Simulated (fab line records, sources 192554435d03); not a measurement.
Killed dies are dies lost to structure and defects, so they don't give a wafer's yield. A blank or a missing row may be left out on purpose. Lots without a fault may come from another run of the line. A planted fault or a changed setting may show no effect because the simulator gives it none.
Which tool did it? | flow n5_finfet | 24 lots, 72 wafers sampled, at 6 steps of a route of 1938

WHAT THE GAUGES READ, wafer by wafer
N5_BEOL_M2_INSPECT_59: inspects for defects (darkfield). Usual: raw_defect_count 82, standard deviation 28.
lot  | measured     | on                | raw_defect_count | flag
L074 | day 7 01:17  | defect_inspect-02 | 149 130 79       |
L075 | day 7 06:11  | defect_inspect-02 | 72 67 78         |
L076 | day 7 09:59  | defect_inspect-02 | 76 50 104        |
L077 | day 8 00:31  | defect_inspect-01 | 77 125 101       |
L078 | day 8 07:10  | defect_inspect-01 | 105 60 58        |
L080 | day 8 19:35  | defect_inspect-02 | 37 51 44         |
L079 | day 8 22:17  | defect_inspect-01 | 72 57 94         |
L082 | day 9 01:28  | defect_inspect-01 | 94 62 97         |
L081 | day 9 04:14  | defect_inspect-02 | 112 92 88        |
L083 | day 9 05:51  | defect_inspect-02 | 68 115 125       |
L084 | day 9 10:08  | defect_inspect-02 | 104 51 85        |
L085 | day 10 00:56 | defect_inspect-02 | 54 68 56         |
L087 | day 10 12:38 | defect_inspect-02 | 52 27 49         |
L086 | day 10 16:33 | defect_inspect-01 | 123 81 93        |
L088 | day 10 17:54 | defect_inspect-01 | 97 67 83         |
L089 | day 11 00:19 | defect_inspect-02 | 74 70 95         |
L090 | day 11 04:04 | defect_inspect-01 | 90 72 51         |
L091 | day 11 08:22 | defect_inspect-01 | 58 62 72         |
L092 | day 11 13:07 | defect_inspect-02 | 72 90 104        |
L093 | day 11 19:20 | defect_inspect-02 | 130 117 158      |
L094 | day 11 22:20 | defect_inspect-01 | 100 41 53        |
L095 | day 12 03:27 | defect_inspect-02 | 90 94 55         |
L096 | day 12 07:52 | defect_inspect-01 | 74 113 90        |
L097 | day 13 05:20 | defect_inspect-01 | 77 59 85         |

WHICH TOOL RAN EACH LOT (tool, then ch and the chambers of the sampled wafers, then the start)
lot  | N5_BEOL_M2_HM_OPEN_17             | N5_BEOL_M2_DEGAS_44          | N5_BEOL_M2_ALD_84                   | N5_BEOL_M2_ANNEAL_80         | N5_BEOL_M2_SPUTTER_86
L074 | rie_metal-01 ch 0,1, day 6 19:15  | pvd_sputter-02, day 6 21:15  | ald_metal-02 ch 0,1, day 6 21:21    | pvd_sputter-03, day 6 22:28  | pvd_sputter-03, day 6 22:50
L075 | rie_metal-03 ch 0,1, day 6 23:46  | pvd_sputter-01, day 7 02:44  | ald_metal-02 ch 1,2,3, day 7 02:52  | pvd_sputter-01, day 7 03:38  | pvd_sputter-01, day 7 04:00
L076 | rie_metal-01 ch 0,1, day 7 01:10  | pvd_sputter-03, day 7 06:22  | ald_metal-04 ch 0,1,2, day 7 06:29  | pvd_sputter-03, day 7 07:27  | pvd_sputter-03, day 7 07:49
L077 | rie_metal-01 ch 0,1, day 7 13:31  | pvd_sputter-02, day 7 20:46  | ald_metal-04 ch 1,2, day 7 21:05    | pvd_sputter-02, day 7 21:59  | pvd_sputter-02, day 7 22:20
L078 | rie_metal-01 ch 0,1, day 7 16:07  | pvd_sputter-03, day 8 03:18  | ald_metal-02 ch 0,1,3, day 8 03:38  | pvd_sputter-03, day 8 04:35  | pvd_sputter-03, day 8 04:56
L080 | rie_metal-03 ch 1, day 8 10:19    | pvd_sputter-01, day 8 15:36  | ald_metal-04 ch 0,1,2, day 8 15:45  | pvd_sputter-01, day 8 16:58  | pvd_sputter-01, day 8 17:19
L079 | rie_metal-03 ch 0,1, day 8 11:02  | pvd_sputter-03, day 8 18:29  | ald_metal-02 ch 1,2, day 8 18:40    | pvd_sputter-01, day 8 19:32  | pvd_sputter-01, day 8 19:56
L082 | rie_metal-02 ch 0,1, day 8 16:01  | pvd_sputter-03, day 8 20:20  | ald_metal-03 ch 1,2,3, day 8 20:26  | pvd_sputter-03, day 8 22:53  | pvd_sputter-03, day 8 23:15
L081 | rie_metal-01 ch 0,1, day 8 16:27  | pvd_sputter-02, day 9 00:29  | ald_metal-03 ch 0,2,3, day 9 00:46  | pvd_sputter-02, day 9 01:35  | pvd_sputter-02, day 9 01:56
L083 | rie_metal-02 ch 0, day 8 18:40    | pvd_sputter-02, day 9 00:34  | ald_metal-02 ch 1,2,3, day 9 00:46  | pvd_sputter-03, day 9 03:19  | pvd_sputter-03, day 9 03:40
L084 | rie_metal-01 ch 0,1, day 9 01:52  | pvd_sputter-03, day 9 06:21  | ald_metal-03 ch 0,2,3, day 9 06:31  | pvd_sputter-01, day 9 07:32  | pvd_sputter-01, day 9 07:54
L085 | rie_metal-02 ch 0,1, day 9 18:20  | pvd_sputter-01, day 9 20:10  | ald_metal-03 ch 0,1, day 9 20:16    | pvd_sputter-02, day 9 21:13  | pvd_sputter-02, day 9 21:35
L087 | rie_metal-02 ch 0,1, day 9 23:38  | pvd_sputter-02, day 10 08:53 | ald_metal-03 ch 0,3, day 10 08:59   | pvd_sputter-01, day 10 09:45 | pvd_sputter-01, day 10 10:07
L086 | rie_metal-02 ch 0,1, day 10 09:39 | pvd_sputter-02, day 10 11:25 | ald_metal-04 ch 2,3, day 10 11:32   | pvd_sputter-02, day 10 13:59 | pvd_sputter-02, day 10 14:21
L088 | rie_metal-03 ch 1, day 10 09:51   | pvd_sputter-01, day 10 14:11 | ald_metal-04 ch 0,1,2, day 10 14:17 | pvd_sputter-01, day 10 15:07 | pvd_sputter-01, day 10 15:28
L089 | rie_metal-02 ch 0,1, day 10 10:11 | pvd_sputter-02, day 10 20:29 | ald_metal-02 ch 0,1, day 10 20:35   | pvd_sputter-01, day 10 21:39 | pvd_sputter-01, day 10 22:01
L090 | rie_metal-01 ch 0,1, day 10 16:30 | pvd_sputter-01, day 10 23:28 | ald_metal-04 ch 0,1,2, day 10 23:36 | pvd_sputter-02, day 11 01:31 | pvd_sputter-02, day 11 01:53
L091 | rie_metal-01 ch 0, day 10 21:12   | pvd_sputter-03, day 11 04:54 | ald_metal-02 ch 1,2,3, day 11 05:00 | pvd_sputter-02, day 11 05:50 | pvd_sputter-02, day 11 06:11
L092 | rie_metal-02 ch 0,1, day 11 04:43 | pvd_sputter-03, day 11 08:01 | ald_metal-04 ch 0,2,3, day 11 08:08 | pvd_sputter-01, day 11 10:34 | pvd_sputter-01, day 11 10:55
L093 | rie_metal-01 ch 0, day 11 09:22   | pvd_sputter-01, day 11 15:53 | ald_metal-03 ch 0,3, day 11 15:59   | pvd_sputter-01, day 11 16:47 | pvd_sputter-01, day 11 17:09
L094 | rie_metal-01 ch 0,1, day 11 12:14 | pvd_sputter-02, day 11 18:47 | ald_metal-03 ch 0,2, day 11 18:55   | pvd_sputter-03, day 11 19:47 | pvd_sputter-03, day 11 20:08
L095 | rie_metal-01 ch 0, day 11 16:16   | pvd_sputter-02, day 11 23:25 | ald_metal-02 ch 0,2,3, day 11 23:33 | pvd_sputter-01, day 12 00:35 | pvd_sputter-01, day 12 00:57
L096 | rie_metal-01 ch 0,1, day 11 23:15 | pvd_sputter-01, day 12 04:29 | ald_metal-02 ch 0,2,3, day 12 04:35 | pvd_sputter-01, day 12 05:20 | pvd_sputter-01, day 12 05:42
L097 | rie_metal-03 ch 0,1, day 12 22:15 | pvd_sputter-03, day 13 00:04 | ald_metal-02 ch 0,1,3, day 13 00:10 | pvd_sputter-02, day 13 02:47 | pvd_sputter-02, day 13 03:09
- N5_BEOL_M2_HM_OPEN_17: chemistry Cl2/BCl3, target TiN, target depth 20 nm, overetch 6 nm.
- N5_BEOL_M2_DEGAS_44: time 60 s.
- N5_BEOL_M2_ALD_84: deposits TaN, pulse time 2 s, purge time 3 s, co reactant purge time 2 s.
- N5_BEOL_M2_ANNEAL_80: time 240 s.
- N5_BEOL_M2_SPUTTER_86: material Cu, target thk 4.5 nm, time 8.29 s.

WHAT THE TOOLS THEMSELVES READ (means of the sampled wafers that have a number; where no wafer has one, the mark that the record gives instead)
N5_BEOL_M2_HM_OPEN_17. Usual: drypump_motor_current_A 5.7 A, standard deviation 0.41; oes_product_au 0.68 a.u., standard deviation 0.075; throttle_valve_pct 21.8 %, standard deviation 0.3.
lot  | tool         | drypump_motor_current_A (A) | oes_product_au (a.u.) | throttle_valve_pct (%) | flag
L074 | rie_metal-01 | 5.6                         | 0.72                  | 21.6                   |
L075 | rie_metal-03 | 6.2                         | 0.52                  | 22.3                   |
L076 | rie_metal-01 | 5.6                         | 0.73                  | 21.6                   |
L077 | rie_metal-01 | 5.5                         | 0.70                  | 21.8                   |
L078 | rie_metal-01 | 5.6                         | 0.72                  | 21.7                   |
L080 | rie_metal-03 | 6.2                         | 0.51                  | 22.4                   |
L079 | rie_metal-03 | 6.2                         | 0.51                  | 22.3                   |
L082 | rie_metal-02 | 5.3                         | 0.69                  | 21.6                   |
L081 | rie_metal-01 | 5.6                         | 0.71                  | 21.7                   |
L083 | rie_metal-02 | 5.9                         | 0.74                  | 21.5                   |
L084 | rie_metal-01 | 5.5                         | 0.69                  | 21.8                   |
L085 | rie_metal-02 | 5.3                         | 0.69                  | 21.6                   |
L087 | rie_metal-02 | 5.6                         | 0.71                  | 21.5                   |
L086 | rie_metal-02 | 5.6                         | 0.70                  | 21.5                   |
L088 | rie_metal-03 | 6.2                         | 0.79                  | 22.0                   |
L089 | rie_metal-02 | 5.6                         | 0.71                  | 21.5                   |
L090 | rie_metal-01 | 5.5                         | 0.68                  | 21.8                   |
L091 | rie_metal-01 | 5.8                         | 0.71                  | 21.5                   |
L092 | rie_metal-02 | 5.6                         | 0.70                  | 21.5                   |
L093 | rie_metal-01 | 5.8                         | 0.71                  | 21.5                   |
L094 | rie_metal-01 | 5.5                         | 0.67                  | 21.8                   |
L095 | rie_metal-01 | 5.8                         | 0.71                  | 21.5                   |
L096 | rie_metal-01 | 5.5                         | 0.67                  | 21.8                   |
L097 | rie_metal-03 | 6.2                         | 0.80                  | 21.8                   |

N5_BEOL_M2_DEGAS_44. Usual: heater_power_w 328 W, standard deviation 37.
lot  | tool           | heater_power_w (W) | flag
L074 | pvd_sputter-02 | 330                |
L075 | pvd_sputter-01 | 337                |
L076 | pvd_sputter-03 | 368                |
L077 | pvd_sputter-02 | 315                |
L078 | pvd_sputter-03 | 356                |
L080 | pvd_sputter-01 | 289                |
L079 | pvd_sputter-03 | 395                |
L082 | pvd_sputter-03 | 369                |
L081 | pvd_sputter-02 | 329                |
L083 | pvd_sputter-02 | 309                |
L084 | pvd_sputter-03 | 373                |
L085 | pvd_sputter-01 | 316                |
L087 | pvd_sputter-02 | 300                |
L086 | pvd_sputter-02 | 331                |
L088 | pvd_sputter-01 | 319                |
L089 | pvd_sputter-02 | 314                |
L090 | pvd_sputter-01 | 284                |
L091 | pvd_sputter-03 | 352                |
L092 | pvd_sputter-03 | 370                |
L093 | pvd_sputter-01 | 317                |
L094 | pvd_sputter-02 | 328                |
L095 | pvd_sputter-02 | 332                |
L096 | pvd_sputter-01 | 287                |
L097 | pvd_sputter-03 | 367                |

N5_BEOL_M2_ALD_84. Usual: heater_power_w 410 W, standard deviation 52.
lot  | tool         | heater_power_w (W) | flag
L074 | ald_metal-02 | 387                |
L075 | ald_metal-02 | 402                |
L076 | ald_metal-04 | 388                |
L077 | ald_metal-04 | 399                |
L078 | ald_metal-02 | 436                |
L080 | ald_metal-04 | 400                |
L079 | ald_metal-02 | 353                |
L082 | ald_metal-03 | 439                |
L081 | ald_metal-03 | 432                |
L083 | ald_metal-02 | 405                |
L084 | ald_metal-03 | 430                |
L085 | ald_metal-03 | 411                |
L087 | ald_metal-03 | 432                |
L086 | ald_metal-04 | 395                |
L088 | ald_metal-04 | 395                |
L089 | ald_metal-02 | 384                |
L090 | ald_metal-04 | 396                |
L091 | ald_metal-02 | 405                |
L092 | ald_metal-04 | 387                |
L093 | ald_metal-03 | 439                |
L094 | ald_metal-03 | 392                |
L095 | ald_metal-02 | 428                |
L096 | ald_metal-02 | 425                |
L097 | ald_metal-02 | 427                |

N5_BEOL_M2_ANNEAL_80. Usual: heater_power_w 805 W, standard deviation 93.
lot  | tool           | heater_power_w (W) | flag
L074 | pvd_sputter-03 | 927                |
L075 | pvd_sputter-01 | 777                |
L076 | pvd_sputter-03 | 893                |
L077 | pvd_sputter-02 | 755                |
L078 | pvd_sputter-03 | 891                |
L080 | pvd_sputter-01 | 792                |
L079 | pvd_sputter-01 | 789                |
L082 | pvd_sputter-03 | 992                |
L081 | pvd_sputter-02 | 805                |
L083 | pvd_sputter-03 | 922                |
L084 | pvd_sputter-01 | 729                |
L085 | pvd_sputter-02 | 738                |
L087 | pvd_sputter-01 | 846                |
L086 | pvd_sputter-02 | 791                |
L088 | pvd_sputter-01 | 731                |
L089 | pvd_sputter-01 | 782                |
L090 | pvd_sputter-02 | 794                |
L091 | pvd_sputter-02 | 756                |
L092 | pvd_sputter-01 | 850                |
L093 | pvd_sputter-01 | 788                |
L094 | pvd_sputter-03 | 896                |
L095 | pvd_sputter-01 | 789                |
L096 | pvd_sputter-01 | 719                |
L097 | pvd_sputter-02 | 773                |

N5_BEOL_M2_SPUTTER_86. Usual: throttle_valve_pct 30.4 %, standard deviation 0.82.
lot  | tool           | throttle_valve_pct (%) | flag
L074 | pvd_sputter-03 | 30.3                   |
L075 | pvd_sputter-01 | 30.3                   |
L076 | pvd_sputter-03 | 30.3                   |
L077 | pvd_sputter-02 | 29.5                   |
L078 | pvd_sputter-03 | 30.1                   |
L080 | pvd_sputter-01 | 30.4                   |
L079 | pvd_sputter-01 | 30.2                   |
L082 | pvd_sputter-03 | 30.0                   |
L081 | pvd_sputter-02 | 29.4                   |
L083 | pvd_sputter-03 | 30.3                   |
L084 | pvd_sputter-01 | 30.6                   |
L085 | pvd_sputter-02 | 30.5                   |
L087 | pvd_sputter-01 | 29.8                   |
L086 | pvd_sputter-02 | 29.9                   |
L088 | pvd_sputter-01 | 30.5                   |
L089 | pvd_sputter-01 | 30.3                   |
L090 | pvd_sputter-02 | 30.5                   |
L091 | pvd_sputter-02 | 29.4                   |
L092 | pvd_sputter-01 | 29.9                   |
L093 | pvd_sputter-01 | 30.3                   |
L094 | pvd_sputter-03 | 30.3                   |
L095 | pvd_sputter-01 | 30.5                   |
L096 | pvd_sputter-01 | 30.5                   |
L097 | pvd_sputter-02 | 31.2                   |

THE ANSWER, worked out from the rows above alone
Rule: a lot is off if the mean of its wafers that have a number lies more than 3 standard deviations from the usual mean. A lot without any number at a reading at which 4 lots or more have one is off too. The other lots that the step has rows for count as sound. The gauges are gone through in route order, then the tools' own readings, and for those a lot's mean is taken as printed above. The first step at which some lot is off is used, and at that step the reading that is off furthest; a lot without a number counts as furthest.
No lot is off at any reading shown: from this, nothing can be told.

WHAT THE SIMULATOR HAD PUT IN
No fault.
